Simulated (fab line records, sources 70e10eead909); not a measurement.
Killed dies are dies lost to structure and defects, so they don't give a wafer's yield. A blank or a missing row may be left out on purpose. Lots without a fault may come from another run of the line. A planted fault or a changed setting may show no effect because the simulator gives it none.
Chamber matching | flow nand_harc | NHARC_A_DECK1_JOINT_CMP_02 on cmp-04: 4 sister chambers
The step polishes SiOx. 4 wafers are shown with their chamber, then 11 later ones without.

WAFERS WITH THEIR CHAMBER
wafer  | chamber | motor_current_A (A)
L086.1 | 0       | 11.5
L086.2 | 1       | 13.0
L086.5 | 3       | 13.5
L087.1 | 2       | 13.4

WAFERS WITHOUT THEIR CHAMBER
wafer  | motor_current_A (A)
L087.5 | 13.6
L087.6 | 12.7
L092.1 | 13.2
L092.3 | 13.9
L092.4 | 13.5
L095.3 | 12.9
L095.4 | 12.0
L095.6 | 14.2
L096.1 | 13.6
L096.2 | 13.5
L096.6 | 12.1

WHICH CHAMBER EACH WENT THROUGH
wafer  | from the rows above          | in truth
L087.5 | can't be placed: 3 or 2 or 1 | 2
L087.6 | can't be placed: 1 or 2 or 3 | 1
L092.1 | can't be placed: 1 or 2 or 3 | 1
L092.3 | can't be placed: 3 or 2 or 1 | 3
L092.4 | can't be placed: 3 or 2 or 1 | 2
L095.3 | can't be placed: 1 or 2 or 3 | 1
L095.4 | can't be placed: 0 or 1      | 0
L095.6 | can't be placed: 3 or 2 or 1 | 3
L096.1 | can't be placed: 3 or 2 or 1 | 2
L096.2 | can't be placed: 3 or 2 or 1 | 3
L096.6 | can't be placed: 0 or 1 or 2 | 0
Placed correctly: 0 of 11. Can't be placed from these rows: 11 (the true chamber is among the candidates in 11). Placed wrongly: 0.
How it was worked out, from the rows above alone: a wafer's distance from a chamber is the root of the sum, over the readings, of the square of ((its reading less the chamber's mean) divided by the reading's scatter). The wafer belongs to the nearest chamber; if the next one is less than 2 further off, it can't be placed. A chamber's mean is the mean of its shown wafers. The scatter: with one shown wafer a chamber, the root of the mean of the squares of how far each hidden wafer lies from its nearest shown one.
